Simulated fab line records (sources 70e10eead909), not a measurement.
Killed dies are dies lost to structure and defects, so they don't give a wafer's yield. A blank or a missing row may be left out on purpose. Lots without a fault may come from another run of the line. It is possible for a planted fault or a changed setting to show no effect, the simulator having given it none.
fab line records	flow nand-harc
record lots=12	wafers=36	last-day=25
route steps=1159 shown A_STAIRCASE@549
lots that met no fault: taken from a fault-free run of the same line
start-h: start of the lot's first displayed wafer, in hours after the record's first day	wait-h: how many hours have passed since the lot's step before this one	" same as the row above	L1.1+2: a row that stands for several wafers	- either no value or no given start	* or withheld: withheld	< > ~ a bound
route shown NAME@n: names a module that has steps shown in the file, with the first one's number in the route	usual: mean/standard deviation of fault-free wafers	same: alike in all rows	chamber/n: place in a boat	sites: each site's reading	_std_site: the values' standard deviation	_edge_site: the outer-site mean with the inner-site mean subtracted	radius-mm: how far each site lies from the wafer's centre	mask NAME#n: copy n	behind: the last tool/chamber to shape the wafer	hold: the reason the lot was held/the length of the hold in hours/how it ended	device: the n, p or np transistor that did not switch	end of line: tests run on the same wafers once the route is complete	for a step that has no rows: nothing shown but its recipe	killed: dies lost to structure and defects at the first sort, not the wafer's yield	map: the dies of a wafer, with x for killed, . for not killed, _ for no die there
set.NAME: the setting the step ran with; set.NAME@STEP: the setting that earlier step ran with	model.NAME: the simulator's own value behind a step, which no gauge read
route steps across a sampled set of lots; one table per step, one row per wafer
services: a tool's chamber out of use, with start hour (start-h, from the record's first day; less than 0 if before it), hours out, and reason
## steps
# step NHARC_A_STAIRCASE_ETCH_13
# recipe target-depth-a=1000	time-s=40.5	ion-energy-ev=400	c4f8-flow-sccm=20	o2-flow-sccm=10	ar-flow-sccm=withheld	rf-w=600	bias-w=1000	chemistry=C4F8/O2
# usual oes-product-au=0.938/0.012	rf-vpp-V=896/4.9	run-length-s=61.9/0.49
lot.wafer	tool	chamber	start-h	wait-h	oes-product-au	rf-hours-counter-h	rf-vpp-V	run-length-s
L855.2	rie-diel-10	1	248.68	-	0.941	27	889	61.7
L855.3	"	3	"	"	0.969	27	900	62.4
L855.5	"	2	"	"	0.966	-	899	61.3
L856.2	rie-diel-10	2	249.10	-	0.930	25	899	61.6
L856.3	"	3	"	"	0.935	27	899	62.2
L856.5	"	2	"	"	0.931	-	898	61.6
L853.1	rie-diel-12	1	249.23	-	0.958	15	888	61.6
L853.3	"	2	"	"	0.946	15	901	62.4
L853.6	"	2	"	"	0.946	-	903	62.3
L852.2	rie-diel-11	1	252.41	-	0.942	6	894	62.1
L852.1	"	3	"	"	0.936	7	898	61.4
L852.5	"	2	"	"	0.943	-	897	61.5
L854.3	rie-diel-11	2	257.71	-	0.937	9	897	61.7
L854.2	"	0	"	"	0.932	8	888	62.5
L854.5	"	3	"	"	0.937	-	899	61.5
L858.1	rie-diel-10	0	265.73	-	0.936	36	896	61.6
L858.4	"	2	"	"	0.943	31	898	61.3
L858.6	"	0	"	"	0.929	-	895	61.3
L864.3	rie-diel-12	0	312.22	-	0.911	31	899	62.4
L864.4	"	2	"	"	0.933	37	902	62.8
L864.6	"	3	"	"	0.918	-	899	61.3
L865.4	rie-diel-12	2	312.54	-	0.924	37	902	40.0
L865.5	"	1	"	"	0.931	-	886	38.9
L865.6	"	2	"	"	0.926	-	901	40.4
L868.4	rie-diel-12	3	327.29	-	0.949	41	901	38.7
L868.1	"	1	"	"	0.943	46	886	39.1
L868.3	"	2	"	"	0.949	40	902	39.8
L869.4	rie-diel-10	3	332.61	-	0.924	58	897	62.3
L869.2	"	0	"	"	0.926	58	896	61.7
L869.3	"	1	"	"	0.918	53	889	61.7
L870.4	rie-diel-11	0	349.65	-	0.939	46	887	62.6
L870.3	"	1	"	"	0.952	42	892	62.5
L870.5	"	0	"	"	0.935	-	887	62.4
L875.3	rie-diel-10	0	383.49	-	0.938	6	895	61.9
L875.6	"	3	"	"	0.928	-	897	62.4
L875.5	"	0	"	"	0.920	-	894	61.8
# step NHARC_A_STAIRCASE_ETCH_15
# recipe target-depth-a=1000	time-s=40.5	ion-energy-ev=400	c4f8-flow-sccm=20	o2-flow-sccm=10	ar-flow-sccm=withheld	rf-w=600	bias-w=1000	chemistry=C4F8/O2
# usual oes-product-au=0.938/0.01	rf-vpp-V=896/4.7	run-length-s=61.9/0.51
lot.wafer	tool	chamber	start-h	wait-h	oes-product-au	rf-hours-counter-h	rf-vpp-V	run-length-s
L855.3	rie-diel-10	0	-	-	0.935	28	897	62.1
L855.2	"	1	"	"	0.929	28	890	61.8
L855.5	"	3	"	"	0.932	-	898	62.5
L853.3	rie-diel-12	3	-	-	0.935	13	901	61.0
L853.1	"	0	"	"	0.940	13	899	62.1
L853.6	"	3	"	"	0.933	-	901	61.2
L856.3	rie-diel-10	3	-	-	0.934	28	898	62.7
L856.2	"	1	"	"	0.932	28	890	61.7
L856.5	"	0	"	"	0.925	-	897	61.4
L852.1	rie-diel-11	1	-	-	0.946	6	895	62.8
L852.2	"	0	"	"	0.936	6	889	62.8
L852.5	"	1	"	"	0.944	-	895	62.1
L854.2	rie-diel-11	3	-	-	0.938	9	898	61.4
L854.3	"	1	"	"	0.942	8	895	62.2
L854.5	"	2	"	"	0.926	-	897	61.7
L858.4	rie-diel-10	0	-	-	0.937	36	896	61.6
L858.1	"	1	"	"	0.933	34	889	61.3
L858.6	"	3	"	"	0.946	-	899	62.7
L864.4	rie-diel-12	1	-	-	0.945	37	888	61.3
L864.3	"	3	"	"	0.933	32	900	61.4
L864.6	"	2	"	"	0.925	-	901	62.4
L865.4	rie-diel-12	2	-	-	0.925	37	903	62.5
L865.5	"	3	"	"	0.916	-	900	60.9
L865.6	"	0	"	"	0.919	-	899	61.9
L868.3	rie-diel-12	2	-	-	0.956	40	901	62.3
L868.1	"	0	"	"	0.928	41	899	61.9
L868.4	"	1	"	"	0.942	46	890	61.5
L869.3	rie-diel-10	0	-	-	0.943	58	895	61.6
L869.2	"	1	"	"	0.934	53	889	61.3
L869.4	"	3	"	"	0.944	58	897	62.2
L870.4	rie-diel-11	0	-	-	0.941	46	887	62.6
L870.3	"	1	"	"	0.944	42	895	62.4
L870.5	"	0	"	"	0.950	-	886	62.3
L875.3	rie-diel-10	1	-	-	0.934	6	889	61.3
L875.6	"	1	"	"	0.928	-	887	61.8
L875.5	"	2	"	"	0.939	-	898	61.4
# step NHARC_A_STAIRCASE_ETCH_17
# recipe target-depth-a=1000	time-s=40.5	ion-energy-ev=400	c4f8-flow-sccm=20	o2-flow-sccm=10	ar-flow-sccm=withheld	rf-w=600	bias-w=1000	chemistry=C4F8/O2
# usual oes-product-au=0.938/0.011	rf-vpp-V=896/5.2	run-length-s=61.9/0.52
lot.wafer	tool	chamber	start-h	wait-h	oes-product-au	rf-hours-counter-h	rf-vpp-V	run-length-s
L855.2	rie-diel-10	3	-	-	0.940	28	899	62.8
L855.3	"	0	"	"	0.921	28	898	61.7
L855.5	"	2	"	"	0.925	-	899	61.9
L856.3	rie-diel-10	2	-	-	0.942	25	899	61.3
L856.2	"	3	"	"	0.945	28	899	62.6
L856.5	"	0	"	"	0.949	-	897	61.5
L853.3	rie-diel-12	2	-	-	0.935	15	901	62.7
L853.1	"	3	"	"	0.944	13	901	61.1
L853.6	"	1	"	"	0.928	-	888	61.6
L852.1	rie-diel-11	0	-	-	0.928	7	888	62.7
L852.2	"	2	"	"	0.954	7	898	62.0
L852.5	"	3	"	"	0.950	-	900	61.8
L854.3	rie-diel-11	1	-	-	0.943	9	895	62.5
L854.2	"	3	"	"	0.939	10	899	61.6
L854.5	"	1	"	"	0.944	-	895	62.8
L858.1	rie-diel-10	2	-	-	0.959	31	900	62.1
L858.4	"	0	"	"	0.927	36	896	61.3
L858.6	"	2	"	"	0.949	-	898	61.3
L864.4	rie-diel-12	3	-	-	0.929	33	902	61.6
L864.3	"	0	"	"	0.909	33	900	62.7
L864.6	"	3	"	"	0.923	-	901	61.2
L865.4	rie-diel-12	2	-	-	0.924	38	901	62.4
L865.6	"	3	"	"	0.919	-	900	61.0
L865.5	"	0	"	"	0.928	-	900	62.5
L868.1	rie-diel-12	3	-	-	0.964	41	900	61.2
L868.4	"	0	"	"	0.924	41	899	62.5
L868.3	"	1	"	"	0.940	46	888	61.4
L869.4	rie-diel-10	1	-	-	0.947	53	888	61.7
L869.2	"	2	"	"	0.941	52	898	61.3
L869.3	"	3	"	"	0.946	58	897	62.4
L870.4	rie-diel-11	1	-	-	0.934	42	893	62.9
L870.3	"	3	"	"	0.942	46	896	62.0
L870.5	"	1	"	"	0.940	-	894	62.3
L875.3	rie-diel-10	1	-	-	0.948	6	889	61.2
L875.6	"	3	"	"	0.930	-	899	62.3
L875.5	"	0	"	"	0.931	-	896	61.3
# step NHARC_A_STAIRCASE_TRIM_24
# recipe time-s=211.2	o2-flow-sccm=500	ar-flow-sccm=0	bias-w=0	chemistry=O2
# usual drypump-motor-current-A=6.0/0.47	oes-product-au=1.000/0.0082	rf-vpp-V=57.7/0.92	showerhead-plenum-p-Torr=3.52/0.14	throttle-valve-pct=17.037/0.0091
lot.wafer	tool	chamber	start-h	wait-h	drypump-motor-current-A	oes-product-au	rf-hours-counter-h	rf-vpp-V	showerhead-plenum-p-Torr	throttle-valve-pct
L855.3	rie-diel-11	0	-	-	6.1	0.997	6	57.9	3.32	17.028
L855.2	"	2	"	"	6.0	1.001	7	57.0	3.56	17.046
L855.5	"	3	"	"	6.6	0.996	-	56.6	3.61	17.045
L853.3	rie-diel-11	1	-	-	6.2	0.990	6	57.6	3.49	17.035
L853.1	"	2	"	"	6.0	0.993	7	57.3	3.56	17.037
L853.6	"	0	"	"	6.1	0.984	-	57.5	3.32	17.039
L856.2	rie-diel-10	3	-	-	5.7	1.006	30	58.9	3.59	17.029
L856.3	"	0	"	"	5.7	0.996	30	58.2	3.53	17.034
L856.5	"	1	"	"	5.2	0.999	-	56.3	3.35	17.024
L852.2	rie-diel-12	2	-	-	6.7	0.995	16	57.3	3.70	17.027
L852.1	"	0	"	"	5.8	0.985	14	59.1	3.63	17.039
L852.5	"	1	"	"	6.5	1.004	-	56.9	3.30	17.052
L854.3	rie-diel-12	2	-	-	6.7	1.001	19	58.5	3.70	17.048
L854.2	"	3	"	"	5.8	1.001	17	58.2	3.66	17.037
L854.5	"	2	"	"	6.7	0.995	-	58.0	3.70	17.026
L858.4	rie-diel-10	2	-	-	5.2	1.013	32	57.9	3.61	17.025
L858.1	"	3	"	"	5.7	1.011	36	58.3	3.59	17.049
L858.6	"	2	"	"	5.2	1.011	-	57.5	3.61	17.035
L865.4	rie-diel-12	2	-	-	6.7	1.006	38	58.0	3.68	17.026
L865.5	"	1	"	"	6.5	1.008	-	57.6	3.29	17.036
L865.6	"	2	"	"	6.7	1.008	-	57.6	3.69	17.053
L864.3	rie-diel-10	2	-	-	5.2	0.999	47	57.6	3.60	17.043
L864.4	"	3	"	"	5.7	1.018	52	56.9	3.58	17.043
L864.6	"	3	"	"	5.7	1.010	-	58.3	3.58	17.038
L868.3	rie-diel-12	2	-	-	6.7	1.005	40	58.1	3.68	17.051
L868.4	"	0	"	"	5.8	0.999	41	58.8	3.61	17.023
L868.1	"	1	"	"	6.5	1.007	47	55.9	3.29	17.059
L869.4	rie-diel-11	1	-	-	6.1	1.006	37	57.3	3.48	17.047
L869.2	"	2	"	"	6.1	1.008	37	57.6	3.54	17.056
L869.3	"	0	"	"	6.1	1.011	40	58.2	3.30	17.049
L870.3	rie-diel-11	3	-	-	6.6	1.004	47	55.6	3.59	17.035
L870.4	"	0	"	"	6.1	1.001	46	55.5	3.30	17.033
L870.5	"	3	"	"	6.6	0.997	-	57.2	3.59	17.036
L875.3	rie-diel-10	2	-	-	5.2	0.991	11	57.9	3.59	17.038
L875.5	"	0	"	"	5.7	0.995	-	58.5	3.50	17.028
L875.6	"	1	"	"	5.2	0.994	-	56.9	3.33	17.037
## services
tool	chamber	start-h	hours	kind
rie-diel-10	0	234.52	-	clean
rie-diel-10	1	234.52	-	clean
rie-diel-10	2	234.52	-	clean
rie-diel-10	3	234.52	-	clean
rie-diel-12	-	237.91	0.1	repair
rie-diel-10	0	259.08	-	clean
rie-diel-10	1	259.08	-	clean
rie-diel-10	2	259.08	-	clean
rie-diel-10	3	259.08	-	clean
rie-diel-12	0	264.66	8.8	repair
rie-diel-12	3	265.34	5.5	repair
rie-diel-10	1	273.55	9.4	repair
rie-diel-10	0	283.61	-	clean
rie-diel-10	1	283.61	-	clean
rie-diel-10	2	283.61	-	clean
rie-diel-10	3	283.61	-	clean
rie-diel-12	3	307.51	4.4	repair
rie-diel-10	0	308.11	-	clean
rie-diel-10	1	308.11	-	clean
rie-diel-10	2	308.11	-	clean
rie-diel-10	3	308.11	-	clean
rie-diel-12	3	331.57	3.6	repair
rie-diel-10	0	332.61	-	clean
rie-diel-12	-	379.62	9.0	pm
## key
first-sign step=NHARC_A_STAIRCASE_ETCH_13	reading=run-length-s	direction=down	sigmas=45	usual=*	struck=*
effect none on later readings
met-at NHARC_A_STAIRCASE_ETCH_13
struck-lots L865,L868
later-rows-left-out L865.4,L865.5,L865.6,L868.1,L868.3,L868.4
sort-left-out L865.4,L865.5,L865.6,L868.1,L868.3,L868.4
tester-left-out L865,L868
not-acting-at NHARC_A_STAIRCASE_ETCH_15,NHARC_A_STAIRCASE_ETCH_17,NHARC_A_STAIRCASE_TRIM_24
onset-between 312.22 312.54
fault kind=process-parameter-drift	tool=rie-diel-12	chamber=-	onset-h=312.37	steps=NHARC_A_STAIRCASE_ETCH_13	channel=time-s	offset=*	shape=step	end-h=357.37	acts-in=*	stated=*
# tester-left-out: of these lots the tester's yield and bins aren't shown, on N5 and GAA mostly nor the transistor test; their killed dies are dies lost to structure and defects alone, not to doping, threshold or leakage, so they don't give the yield
# sort-left-out: the simulated sort isn't trusted on such a fault, so these wafers' sort isn't shown, and their yield isn't known
# later-rows-left-out: the simulator's readings of these wafers behind a module that went badly wrong aren't trusted and aren't shown, but for the sort
